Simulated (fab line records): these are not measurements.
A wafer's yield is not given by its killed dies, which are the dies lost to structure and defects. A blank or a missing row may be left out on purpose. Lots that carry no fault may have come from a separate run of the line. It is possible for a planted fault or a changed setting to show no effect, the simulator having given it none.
Chamber matching | flow n5Finfet | 3 sister chambers for N5_BEOL_M5_CO_CAP_78 on cvdCo-01
The step material Co, precursor CCTBA/H2, target thk 2 nm, time 102.1 s. 6 wafers are shown with their chamber, then 9 later ones without.

== WAFERS, EACH WITH ITS CHAMBER ==
wafer  | chamber | heaterPowerW (W)
L083.2 | 1       | 211
L087.4 | 0       | 241
L087.5 | 1       | 214
L089.1 | 2       | 235
L089.2 | 0       | 235
L089.6 | 2       | 237

== WAFERS WITH NO CHAMBER GIVEN ==
wafer  | heaterPowerW (W)
L093.1 | 205
L093.2 | 237
L093.5 | 233
L095.1 | 208
L095.3 | 235
L095.6 | 238
L097.1 | 234
L097.4 | 238
L097.6 | 237

== CHAMBER TAKEN BY EACH ==
wafer  | from the rows above     | in truth
L093.1 | 1                       | 1
L093.2 | can't be placed: 0 or 2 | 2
L093.5 | can't be placed: 2 or 0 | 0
L095.1 | 1                       | 1
L095.3 | can't be placed: 2 or 0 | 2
L095.6 | can't be placed: 0 or 2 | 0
L097.1 | can't be placed: 2 or 0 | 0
L097.4 | can't be placed: 0 or 2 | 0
L097.6 | can't be placed: 0 or 2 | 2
2 of 9 placed correctly. These rows do not allow placing 7 (true chamber among the candidates in 7). 0 placed wrongly.
How it was worked out, from the rows above alone: a wafer's distance from a chamber is the root of the sum, over the readings, of the square of ((its reading less the chamber's mean) divided by the reading's scatter). The wafer belongs to the nearest chamber; if the next one is less than 2 further off, it can't be placed. For every chamber, the mean is computed from those of its wafers that are shown. The scatter: take each reading less its chamber's mean, square it, sum over the shown wafers, divide by the number of wafers less the number of chambers, and take the root.
